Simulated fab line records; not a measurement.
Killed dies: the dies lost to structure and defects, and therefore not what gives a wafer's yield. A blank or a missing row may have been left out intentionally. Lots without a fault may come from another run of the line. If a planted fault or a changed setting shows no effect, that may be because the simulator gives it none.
What tool caused it? + flow nand-harc + Sampling: 12 lots, 36 wafers, 6 of 1302 route steps

## WHAT THE GAUGES SHOWED, per wafer
NHARC_P_M1_CD_MEAS_16. Usual: cd-nm 130.1 nm, standard deviation 0.59.
| lot  | measured     | on        | cd-nm (nm)        | flag |
|------|--------------|-----------|-------------------|------|
| L667 | day 7 11:32  | cd-sem-01 | 131.0 129.4 130.3 |      |
| L669 | day 8 07:37  | cd-sem-03 | 129.2 130.0 129.9 |      |
| L671 | day 9 02:52  | cd-sem-02 | 129.4 130.7 130.3 |      |
| L672 | day 9 15:25  | cd-sem-03 | 129.4 130.7 131.5 |      |
| L674 | day 10 12:44 | cd-sem-01 | 129.6 130.4 130.2 |      |
| L675 | day 10 16:41 | cd-sem-01 | 129.9 130.7 129.5 |      |
| L676 | day 11 06:14 | cd-sem-02 | 130.9 130.6 130.1 |      |
| L679 | day 12 09:13 | cd-sem-02 | 130.7 130.1 129.5 |      |
| L683 | day 14 09:53 | cd-sem-03 | 130.8 130.0 130.4 |      |
| L684 | day 14 15:40 | cd-sem-03 | 129.6 130.7 129.8 |      |
| L685 | day 15 04:08 | cd-sem-01 | 130.8 131.2 130.3 |      |
| L686 | day 15 13:42 | cd-sem-03 | 130.4 129.1 130.0 |      |

NHARC_P_M1_THK_MEAS_24: measures by xrf. Usual: thk-nm 157.9 nm, standard deviation 1.3.
| lot  | measured     | on            | thk-nm (nm)                         | flag |
|------|--------------|---------------|-------------------------------------|------|
| L667 | day 7 13:38  | film-metro-02 | 159.3 159.4 160.7                   |      |
| L669 | day 8 09:52  | film-metro-01 | 157.6 155.4 156.2                   |      |
| L671 | day 9 04:58  | film-metro-02 | 156.4 158.0 158.6                   |      |
| L672 | day 9 17:32  | film-metro-02 | 158.3 156.9 159.5                   |      |
| L674 | day 10 14:51 | film-metro-02 | 404.7 405.9 400.6 404.0 407.5 401.3 | OFF  |
| L675 | day 10 18:47 | film-metro-01 | 398.8 405.0 397.5 398.7 404.8 398.3 | OFF  |
| L676 | day 11 08:29 | film-metro-01 | 156.7 156.4 158.2                   |      |
| L679 | day 12 11:20 | film-metro-02 | 158.2 157.1 156.5                   |      |
| L683 | day 14 11:59 | film-metro-01 | 157.6 157.5 158.3                   |      |
| L684 | day 14 17:46 | film-metro-01 | 155.9 156.2 157.8                   |      |
| L685 | day 15 06:14 | film-metro-01 | 154.7 157.1 157.2                   |      |
| L686 | day 15 15:49 | film-metro-01 | 158.5 158.3 158.0                   |      |

NHARC_END_SORT_01. Usual: defect-limited-yield is 90.7 % with standard deviation 3, killed-at-array is 58 with standard deviation 20, killed-at-other is 0.9 with standard deviation 1.4, killed-at-periphery is 4 with standard deviation 3.1, killed-dies is 63 with standard deviation 20, killed-open is 3.3 with standard deviation 1.8, and killed-short is 2.4 with standard deviation 1.5.
| lot  | measured     | on        | defect-limited-yield (%) | killed-at-array | killed-at-other | killed-at-periphery | killed-dies | killed-open | killed-short | flag |
|------|--------------|-----------|--------------------------|-----------------|-----------------|---------------------|-------------|-------------|--------------|------|
| L671 | day 27 10:04 | prober-01 | 85.8 84.3 87.6           | 87 103 82       | 5 2 1           | 4 1 1               | 96 106 84   | 0 3 5       | 1 1 3        |      |
| L676 | day 29 17:19 | prober-02 | 91.7 89.2 88.2           | 51 69 72        | 1 1 1           | 4 3 7               | 56 73 80    | 5 4 6       | 3 4 4        |      |
| L679 | day 31 02:40 | prober-02 | 91.7 87.7 88.3           | 52 80 77        | 0 0 2           | 4 3 0               | 56 83 79    | 4 6 5       | 2 5 2        |      |

## WHICH TOOL RAN EACH LOT (tool, then ch and the chambers of the sampled wafers, then the start)
| lot  | NHARC_P_M1_ETCH_28                            | NHARC_P_M1_PVD_21                       | NHARC_P_M1_CMP_23             |
|------|-----------------------------------------------|-----------------------------------------|-------------------------------|
| L667 | rie-diel-01 ch 1,2, day 7 13:23 or earlier    | pvd-sputter-02, day 7 13:23 or earlier  | cmp-02 ch 1,2,3, day 7 13:23  |
| L669 | rie-diel-09 ch 0,1,2, day 8 09:35 or earlier  | pvd-sputter-01, day 8 09:35 or earlier  | cmp-01 ch 1,2,3, day 8 09:35  |
| L671 | rie-diel-09 ch 1,2,3, day 9 04:43 or earlier  | pvd-sputter-02, day 9 04:43 or earlier  | cmp-01 ch 0,2,3, day 9 04:43  |
| L672 | rie-diel-07 ch 0,1,3, day 9 17:13 or earlier  | pvd-sputter-01, day 9 17:13 or earlier  | cmp-02 ch 0,3, day 9 17:13    |
| L674 | rie-diel-01 ch 1,3, day 10 14:34 or earlier   | pvd-sputter-03, day 10 14:34 or earlier | cmp-02 ch 0,3, day 10 14:34   |
| L675 | rie-diel-09 ch 0,1,2, day 10 18:30 or earlier | pvd-sputter-02, day 10 18:30 or earlier | cmp-04 ch 0,1,2, day 10 18:30 |
| L676 | rie-diel-09 ch 0,1, day 11 08:11 or earlier   | pvd-sputter-02, day 11 08:11 or earlier | cmp-02 ch 0,3, day 11 08:11   |
| L679 | rie-diel-09 ch 0,1,2, day 12 11:05 or earlier | pvd-sputter-01, day 12 11:05 or earlier | cmp-02 ch 0,2,3, day 12 11:05 |
| L683 | rie-diel-07 ch 0,3, day 14 11:43 or earlier   | pvd-sputter-01, day 14 11:43 or earlier | cmp-02 ch 1,2, day 14 11:43   |
| L684 | rie-diel-07 ch 1,2,3, day 14 17:29 or earlier | pvd-sputter-03, day 14 17:29 or earlier | cmp-01 ch 0,1,3, day 14 17:29 |
| L685 | rie-diel-07 ch 1,2,3, day 15 05:58 or earlier | pvd-sputter-03, day 15 05:58 or earlier | cmp-02 ch 0,1, day 15 05:58   |
| L686 | rie-diel-09 ch 1,2, day 15 15:29 or earlier   | pvd-sputter-02, day 15 15:29 or earlier | cmp-04 ch 0,1, day 15 15:29   |
- NHARC_P_M1_ETCH_28: etches the open film in CF4/N2, target depth 30 nm, time 72.99 s.
- NHARC_P_M1_PVD_21: deposits Cu, target thk 30 nm, time 20.49 s.
- NHARC_P_M1_CMP_23: polishes, t overpolish 20 s, target thk 157.82 nm.

## WHAT THE TOOLS THEMSELVES READ (means of the sampled wafers that have a number; where no wafer has one, the mark that the record gives instead)
NHARC_P_M1_ETCH_28. Usual: drypump-motor-current-A 5.8 A, standard deviation 0.41; oes-product-au 0.998 a.u., standard deviation 0.0072; rf-vpp-V 313.9 V, standard deviation 1.8; showerhead-plenum-p-Torr 2.60 Torr, standard deviation 0.094; throttle-valve-pct 19.795 %, standard deviation 0.0094.
| lot  | tool        | drypump-motor-current-A (A) | oes-product-au (a.u.) | rf-vpp-V (V) | showerhead-plenum-p-Torr (Torr) | throttle-valve-pct (%) | flag |
|------|-------------|-----------------------------|-----------------------|--------------|---------------------------------|------------------------|------|
| L667 | rie-diel-01 | 5.7                         | 0.996                 | 314.3        | 2.59                            | 19.802                 |      |
| L669 | rie-diel-09 | 6.0                         | 0.996                 | 313.0        | 2.61                            | 19.797                 |      |
| L671 | rie-diel-09 | 6.1                         | 1.004                 | 313.9        | 2.56                            | 19.795                 |      |
| L672 | rie-diel-07 | 5.8                         | 0.991                 | 313.1        | 2.58                            | 19.779                 |      |
| L674 | rie-diel-01 | 5.9                         | 1.004                 | 312.6        | 2.50                            | 19.794                 |      |
| L675 | rie-diel-09 | 6.0                         | 1.000                 | 313.4        | 2.60                            | 19.793                 |      |
| L676 | rie-diel-09 | 5.7                         | 0.993                 | 315.4        | 2.65                            | 19.794                 |      |
| L679 | rie-diel-09 | 6.0                         | 1.002                 | 314.2        | 2.60                            | 19.798                 |      |
| L683 | rie-diel-07 | 5.6                         | 0.995                 | 314.1        | 2.57                            | 19.797                 |      |
| L684 | rie-diel-07 | 5.7                         | 0.994                 | 314.1        | 2.60                            | 19.787                 |      |
| L685 | rie-diel-07 | 5.7                         | 0.997                 | 313.5        | 2.60                            | 19.800                 |      |
| L686 | rie-diel-09 | 6.3                         | 1.003                 | 313.1        | 2.55                            | 19.801                 |      |

NHARC_P_M1_PVD_21. Usual: chamber-pressure-pa 5.001 Pa, standard deviation 0.0097; throttle-valve-pct 29.8 %, standard deviation 0.77.
| lot  | tool           | chamber-pressure-pa (Pa) | throttle-valve-pct (%) | flag |
|------|----------------|--------------------------|------------------------|------|
| L667 | pvd-sputter-02 | 5.010                    | 30.3                   |      |
| L669 | pvd-sputter-01 | 4.998                    | 29.7                   |      |
| L671 | pvd-sputter-02 | 5.000                    | 30.0                   |      |
| L672 | pvd-sputter-01 | 5.006                    | 29.1                   |      |
| L674 | pvd-sputter-03 | 4.998                    | 30.2                   |      |
| L675 | pvd-sputter-02 | 5.009                    | 30.3                   |      |
| L676 | pvd-sputter-02 | 4.997                    | 30.4                   |      |
| L679 | pvd-sputter-01 | 5.004                    | 29.3                   |      |
| L683 | pvd-sputter-01 | 5.001                    | 29.8                   |      |
| L684 | pvd-sputter-03 | 4.994                    | 30.1                   |      |
| L685 | pvd-sputter-03 | 5.001                    | 30.2                   |      |
| L686 | pvd-sputter-02 | 5.004                    | 29.9                   |      |

NHARC_P_M1_CMP_23. Usual: edge-zone-pressure-frac 1.000, standard deviation 0.0045; motor-current-A 11.7 A, standard deviation 1.6; retaining-ring-pressure-frac 1.000, standard deviation 0.0047; slurry-flow-ml-min 150.0, standard deviation 0.44; time-to-endpoint-s 27.9 s, standard deviation 2.3.
| lot  | tool   | edge-zone-pressure-frac | motor-current-A (A) | retaining-ring-pressure-frac | slurry-flow-ml-min | time-to-endpoint-s (s) | flag |
|------|--------|-------------------------|---------------------|------------------------------|--------------------|------------------------|------|
| L667 | cmp-02 | 0.997                   | 11.7                | 0.998                        | 150.2              | 27.9                   |      |
| L669 | cmp-01 | 1.001                   | 10.5                | 1.004                        | 149.7              | 29.3                   |      |
| L671 | cmp-01 | 1.002                   | 10.9                | 1.005                        | 150.1              | 27.8                   |      |
| L672 | cmp-02 | 1.000                   | 11.7                | 1.002                        | 149.8              | 26.3                   |      |
| L674 | cmp-02 | -                       | -                   | -                            | -                  | -                      | OFF  |
| L675 | cmp-04 | -                       | -                   | -                            | -                  | -                      | OFF  |
| L676 | cmp-02 | 1.000                   | 11.3                | 0.998                        | 149.8              | 29.1                   |      |
| L679 | cmp-02 | 0.998                   | 12.7                | 0.998                        | 150.5              | 25.3                   |      |
| L683 | cmp-02 | 0.999                   | 13.3                | 1.000                        | 150.2              | 27.2                   |      |
| L684 | cmp-01 | 1.002                   | 11.4                | 0.997                        | 149.9              | 26.1                   |      |
| L685 | cmp-02 | 1.000                   | 11.9                | 0.997                        | 149.8              | 30.2                   |      |
| L686 | cmp-04 | 0.995                   | 13.3                | 1.002                        | 149.7              | 28.7                   |      |

## THE ANSWER, worked out from the rows above alone
Rule: take the mean of a lot's wafers that have a number; if it is more than 3 standard deviations from the usual mean, the lot is off. Also off: a lot with no number at a reading for which 4 or more lots have one. Where the step has rows for the other lots, those lots are counted as sound. The gauges are gone through in route order, then the tools' own readings, and for those a lot's mean is taken as printed above. The first step at which some lot is off is used, and at that step the reading that is off furthest; a lot without a number counts as furthest.
Off at NHARC_P_M1_THK_MEAS_24 (thk-nm): L674, L675.
A tool fits if, at a process step before that reading, it ran every lot that is off, and no sound lot after the first of them. Not tried: the gauges at NHARC_P_M1_THK_MEAS_24; whatever is off there is also off at NHARC_P_M1_CMP_23, on other tools, and gauge error can't account for it. NHARC_P_M1_ETCH_28: start missing for some lots; hours and lot order therefore follow NHARC_P_M1_CMP_23. NHARC_P_M1_PVD_21: start missing for some lots; hours and lot order therefore follow NHARC_P_M1_CMP_23. None of those tried fits.

## WHAT HAD BEEN PUT IN BY THE SIMULATOR
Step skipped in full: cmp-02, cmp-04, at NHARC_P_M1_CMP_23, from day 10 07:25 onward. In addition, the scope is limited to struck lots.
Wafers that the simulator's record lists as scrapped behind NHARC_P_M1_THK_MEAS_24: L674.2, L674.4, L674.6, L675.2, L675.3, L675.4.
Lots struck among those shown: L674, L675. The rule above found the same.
